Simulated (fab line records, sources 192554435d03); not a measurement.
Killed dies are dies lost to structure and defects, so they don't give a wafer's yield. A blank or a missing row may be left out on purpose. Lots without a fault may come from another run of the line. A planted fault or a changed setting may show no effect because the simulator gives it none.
fab line records | flow n5_finfet
record lots=11 wafers=31 last_day=19
route steps=1938 shown SPACER0@259 SD_EPI_N@288 SD_EPI_P@303
lots that met no fault: from a run of the same line without faults
start_h: hours from the record's first day to the start of the lot's first wafer shown | wait_h: hours since the lot's step before | " the same as in the row above | L1.1+2: a row that stands for several wafers | - no value, or no start given | * or withheld: withheld | < > ~ a bound
route shown NAME@n: a module of which the file shows steps, and the number in the route of the first | usual: mean/standard deviation of fault-free wafers | same: alike in all rows | chamber/n: place in a boat | sites: the reading at each site | _std_site: their standard deviation | _edge_site: outer sites' mean less inner sites' | radius_mm: how far each site lies from the wafer's centre | mask NAME#n: copy n | behind: the tool/chamber that last shaped the wafer | hold: why the lot was held/for how many hours/how that ended | device: the transistor (n, p or np) that didn't switch | end of line: the same wafers' tests at the end of the route | a step without rows: its recipe alone | killed: dies lost to structure and defects at the first sort, not the wafer's yield | map: a wafer's dies, x killed, . not, _ none there
set.NAME: the setting as run; set.NAME@STEP: as run at that earlier step | model.NAME: the simulator's own value behind a step, which no gauge read
steps of the route over a sample of lots; a table a step, a row a wafer
services: from which hour (start_h, from the record's first day; less than 0 if before it) a tool's chamber was out of use, for how many hours, and why
## steps
# step N5_SPACER0_ALD_00
# recipe material=SiOCN target_thk_a=35 temp_c=400 ald_precursor_family=alkyl-aminosilane ald_co_reactant=O2/N2-plasma pulse_time_s=3 purge_time_s=2 co_reactant_purge_time_s=2 ald_cycles=58 pressure_torr=2
# usual heater_power_w=836/93 precursor_pulse_height_rel=1.000/0.018 susceptor_temp_C=400.01/0.21
# columns lot.wafer tool chamber start_h wait_h heater_power_w precursor_pulse_height_rel susceptor_temp_C
L788.2 ald_sin-02 2 49.65 0.1 780 0.974 400.29
L788.4 " 1 " " 947 1.008 400.09
L788.5 " 1 " " 964 0.999 399.86
L789.1 ald_sin-04 1 60.74 0.1 849 0.969 400.06
L789.3 " 0 " " 854 1.037 400.35
L789.5 " 2 " " 938 0.981 400.42
L790.1 ald_sin-02 3 67.16 0.1 867 1.000 400.05
L790.2 " 2 " " 786 1.006 400.04
L790.6 " 2 " " 760 0.969 399.66
L792.1 ald_sin-04 2 72.02 0.1 894 0.995 400.08
L792.2 " 1 " " 822 1.004 400.40
L792.6 " 0 " " 852 0.997 399.92
L797.1 ald_sin-01 3 107.23 0.1 623 0.987 399.81
L797.2 " 1 " " 844 0.976 400.15
L798.1 ald_sin-01 3 119.02 0.1 619 0.995 399.68
L798.3 " 2 " " 831 1.013 399.87
L798.6 " 0 " " 710 0.990 399.95
L799.1 ald_sin-04 3 122.89 0.1 935 0.983 400.03
L799.2 " 2 " " 904 0.999 399.93
L799.6 " 3 " " 899 0.996 400.04
L801.1 ald_sin-01 0 131.37 0.1 700 1.009 400.00
L801.3 " 2 " " 833 1.013 400.32
L801.5 " 1 " " 863 0.992 399.75
L802.2 ald_sin-02 3 134.38 0.1 899 1.018 399.89
L802.3 " 2 " " 779 1.000 400.11
L802.6 " 3 " " 907 0.995 399.94
L803.3 ald_sin-01 2 143.29 0.1 812 1.009 399.59
L803.4 " 0 " " 707 0.975 400.05
L803.6 " 2 " " 842 0.999 399.89
L810.4 ald_sin-02 3 182.12 0.1 898 1.023 400.19
L810.5 " 1 " " 977 1.009 400.04
# step N5_SD_EPI_N_EPI_21
# recipe material=Si:P dopant=P temp_c=680 pressure_torr=255 time_s=690
# usual susceptor_temp_C=680.0/0.32 susceptor_temp_C_max=681.8/0.72
# columns lot.wafer tool chamber start_h wait_h susceptor_temp_C susceptor_temp_C_max
L788.2 epi_rpcvd-04 0 52.62 0.4 679.9 682.0
L788.4 " 0 " " 679.7 682.0
L788.5 " 0 " " 679.8 681.8
L789.1 epi_rpcvd-04 0 63.62 0.2 680.6 682.6
L789.3 " 0 " " 680.7 683.1
L789.5 " 0 " " 680.4 683.3
L790.1 epi_rpcvd-03 0 69.82 0.2 679.7 680.9
L790.2 " 0 " " 679.9 680.8
L790.6 " 0 71.68 1.9 679.8 680.7
L792.1 epi_rpcvd-04 0 74.78 0.2 680.1 682.4
L792.2 " 0 " " 679.9 682.0
L792.6 " 0 76.65 1.9 680.1 683.1
L797.1 epi_rpcvd-04 0 109.86 0.2 680.0 681.8
L797.2 " 0 " " 679.7 681.8
L798.1 epi_rpcvd-03 0 121.67 0.2 679.7 680.8
L798.3 " 0 " " 679.9 681.1
L798.6 " 0 123.54 1.9 679.8 681.3
L799.1 epi_rpcvd-02 0 125.88 0.3 679.8 682.3
L799.2 " 0 " " 680.3 682.8
L799.6 " 0 128.37 2.5 680.3 683.3
L801.1 epi_rpcvd-03 0 134.08 0.1 684.4 685.3
L801.3 " 0 " " 684.3 685.2
L801.5 " 0 " " 684.1 685.0
L802.2 epi_rpcvd-02 0 137.75 0.7 679.8 681.6
L802.3 " 0 " " 680.4 681.9
L802.6 " 0 139.74 2.5 679.8 682.0
L803.3 epi_rpcvd-03 0 146.45 0.7 684.1 685.0
L803.4 " 0 " " 684.5 685.4
L803.6 " 0 " " 684.4 685.4
L810.4 epi_rpcvd-02 0 185.76 1.2 680.9 682.4
L810.5 " 0 " " 679.7 681.4
# step N5_SD_EPI_N_EPI_MEAS_23
# recipe mode=xrd
# usual thk_nm=59.1/1.3
# columns lot.wafer tool chamber start_h wait_h thk_nm
L788.2 film_metro-02 - 54.06 1.2 59.8
L788.4 " - " " 59.3
L788.5 " - " " 57.2
L789.1 film_metro-02 - 65.90 1.9 59.0
L789.3 " - " " 58.2
L789.5 " - " " 57.1
L790.1 film_metro-01 - 72.09 1.9 56.9
L790.2 " - " " 57.6
L790.6 " - " " 57.9
L792.1 film_metro-01 - 77.05 1.9 58.8
L792.2 " - " " 59.9
L792.6 " - " " 61.4
L797.1 film_metro-01 - 112.14 1.9 59.1
L797.2 " - " " 58.2
L798.1 film_metro-01 - 123.96 1.9 58.0
L798.3 " - " " 60.3
L798.6 " - " " 59.6
L799.1 film_metro-01 - 128.90 2.5 56.3
L799.2 " - " " 58.7
L799.6 " - " " 58.4
L801.1 film_metro-01 - 135.81 1.5 63.7
L801.3 " - " " 62.1
L801.5 " - " " 62.2
L802.2 film_metro-02 - 140.28 2.0 56.9
L802.3 " - " " 60.6
L802.6 " - " " 59.2
L803.3 film_metro-01 - 147.61 0.9 63.3
L803.4 " - " " 65.3
L803.6 " - " " 64.5
L810.4 film_metro-02 - 186.93 0.8 58.1
L810.5 " - " " 58.7
# step N5_SD_EPI_P_CD_MEAS_09
# recipe target_cd_nm=240 landing_energy_ev=500 detector=se_inlens
# usual cd_nm=240.2/0.94
# columns lot.wafer tool chamber start_h wait_h cd_nm
L788.2 cd_sem-01 0 55.34 - 240.4
L788.4 " 0 " " 239.6
L788.5 " 0 " " 239.3
L789.1 cd_sem-03 0 66.72 - 240.9
L789.3 " 0 " " 239.1
L789.5 " 0 " " 241.4
L790.1 cd_sem-03 0 73.04 - 241.9
L790.2 " 0 " " 241.1
L790.6 " 0 " " 239.3
L792.1 cd_sem-01 0 78.01 - 239.9
L792.2 " 0 " " 239.8
L792.6 " 0 " " 240.4
L797.1 cd_sem-01 0 112.97 - 239.8
L797.2 " 0 " " 240.4
L798.1 cd_sem-01 0 124.80 - 240.5
L798.3 " 0 " " 240.4
L798.6 " 0 " " 239.7
L799.1 cd_sem-01 0 129.86 - 241.0
L799.2 " 0 " " 239.2
L799.6 " 0 " " 239.1
L801.1 cd_sem-02 0 136.81 - 241.7
L801.3 " 0 " " 239.9
L801.5 " 0 " " 240.5
L802.2 cd_sem-02 0 142.62 - 238.7
L802.3 " 0 " " 237.3
L802.6 " 0 " " 238.5
L803.3 cd_sem-03 0 148.57 - 240.7
L803.4 " 0 " " 238.7
L803.6 " 0 " " 240.3
L810.4 cd_sem-03 0 189.37 - 240.4
L810.5 " 0 " " 238.6
# step N5_SD_EPI_P_ETCH_37
# recipe chemistry=N2/H2 target=SOC overetch_a=1080 mask_material=SiARC temp_c=40 ion_energy_ev=100 source_w=3000 bias_w=133 pressure_mtorr=20 time_s=486 n2_flow_sccm=200 h2_flow_sccm=200 ends=end_point
# usual drypump_motor_current_A=5.6/0.42 oes_product_au=0.71/0.094 rf_vpp_V=240.9/1.3 showerhead_plenum_p_Torr=2.57/0.088 throttle_valve_pct=23.9/0.39
# columns lot.wafer tool chamber start_h wait_h drypump_motor_current_A oes_product_au rf_hours_counter_h rf_vpp_V showerhead_plenum_p_Torr throttle_valve_pct
L788.2 rie_diel-05 1 55.69 0.0 5.5 0.66 176 240.0 2.55 24.0
L788.4 " 2 " " 5.8 0.63 238 239.4 2.50 23.8
L788.5 " 3 " " 5.2 0.63 - 240.7 2.54 24.4
L789.1 rie_diel-02 2 66.98 0.0 5.7 0.64 209 240.7 2.51 24.2
L789.3 " 0 " " 6.0 0.69 154 242.5 2.53 24.1
L789.5 " 1 " " 5.9 0.68 - 241.7 2.67 24.4
L790.1 rie_diel-04 3 73.44 0.0 5.0 0.61 249 241.4 2.60 23.9
L790.2 " 0 " " 5.2 0.61 231 239.2 2.37 23.1
L790.6 " 3 " " 5.0 0.61 - 241.8 2.60 23.9
L792.1 rie_diel-02 2 78.81 0.0 5.7 0.63 214 241.7 2.51 24.2
L792.2 " 0 " " 6.0 0.69 159 240.9 2.53 24.1
L792.6 " 2 " " 5.7 0.63 - 240.1 2.51 24.2
L797.1 rie_diel-02 1 113.15 0.0 5.9 0.66 161 242.7 2.66 24.4
L797.2 " 2 " " 5.6 0.64 225 240.9 2.51 24.2
L798.1 rie_diel-02 3 124.98 0.0 5.4 0.83 15 243.5 2.72 23.8
L798.3 " 0 " " 6.0 0.67 173 241.2 2.53 24.1
L798.6 " 0 " " 6.0 0.68 - 241.0 2.53 24.1
L799.1 rie_diel-05 2 130.03 0.0 5.8 0.88 1 240.6 2.50 23.5
L799.2 " 1 " " 5.5 0.64 196 240.7 2.54 24.0
L799.6 " 3 " " 5.3 0.62 - 240.8 2.53 24.4
L801.1 rie_diel-04 2 136.99 0.0 5.0 0.74 72 241.1 2.58 23.5
L801.3 " 1 " " 6.2 0.61 218 239.6 2.41 24.1
L801.5 " 2 " " 4.9 0.74 - 242.3 2.58 23.5
L802.2 rie_diel-05 2 142.80 0.0 5.8 0.87 6 239.8 2.50 23.5
L802.3 " 3 " " 5.3 0.62 226 239.5 2.53 24.4
L802.6 " 2 " " 5.7 0.86 - 241.0 2.50 23.5
L803.3 rie_diel-04 0 148.75 0.0 5.3 0.88 2 242.2 2.68 23.1
L803.4 " 1 " " 6.2 0.61 224 238.7 2.41 24.1
L803.6 " 3 " " 5.0 0.81 - 241.3 2.59 23.3
L810.4 rie_diel-04 2 189.54 0.0 4.9 0.72 89 241.2 2.57 23.5
L810.5 " 3 " " 5.0 0.80 - 242.8 2.58 23.4
## services
# columns tool chamber start_h hours kind
ald_sin-01 0 51.21 1.7 repair
rie_diel-02 3 54.77 - clean
rie_diel-02 3 54.77 - consumable_replace:focus_ring
rie_diel-02 3 54.77 - consumable_replace:showerhead
rie_diel-02 3 54.77 21.4 scheduled_down
rie_diel-04 0 61.47 8.6 repair
epi_rpcvd-03 - 64.95 0.5 pm
rie_diel-05 1 68.25 16.4 repair
rie_diel-05 - 69.73 15.6 pm
epi_rpcvd-02 - 73.50 8.1 pm
rie_diel-04 2 79.75 5.4 repair
epi_rpcvd-02 - 105.27 6.0 pm
ald_sin-01 3 121.34 8.3 repair
rie_diel-02 0 137.14 1.7 repair
rie_diel-05 0 139.20 12.1 repair
epi_rpcvd-02 - 148.18 2.8 pm
epi_rpcvd-03 - 148.87 2.7 pm
ald_sin-04 2 164.94 4.4 repair
rie_diel-02 2 167.26 2.7 repair
rie_diel-04 3 171.42 1.6 repair
ald_sin-01 1 171.53 16.3 repair
ald_sin-02 0 176.86 13.6 repair
ald_sin-01 - 178.29 2.8 pm
epi_rpcvd-04 - 186.19 1.6 repair
## key
first_sign step=N5_SD_EPI_N_EPI_21 reading=susceptor_temp_C direction=up sigmas=13 usual=* struck=*
effect step=N5_SD_EPI_N_EPI_21 reading=susceptor_temp_C_max direction=up sigmas=4.7 usual=* struck=*
effect step=N5_SD_EPI_N_EPI_MEAS_23 reading=thk_nm direction=up sigmas=3.4 usual=* struck=*
met_at N5_SD_EPI_N_EPI_21
struck_lots L801,L803
tester_left_out L801,L803
not_acting_at N5_SPACER0_ALD_00,N5_SD_EPI_P_CD_MEAS_09,N5_SD_EPI_P_ETCH_37
onset_between 121.67 134.08
fault kind=process_parameter_drift tool=epi_rpcvd-03 chamber=- onset_h=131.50 steps=N5_SD_EPI_N_EPI_21 channel=temp_c offset=* shape=step end_h=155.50 acts_in=* stated=*
# tester_left_out: of these lots the tester's yield and bins aren't shown, on N5 and GAA mostly nor the transistor test; their killed dies are dies lost to structure and defects alone, not to doping, threshold or leakage, so they don't give the yield
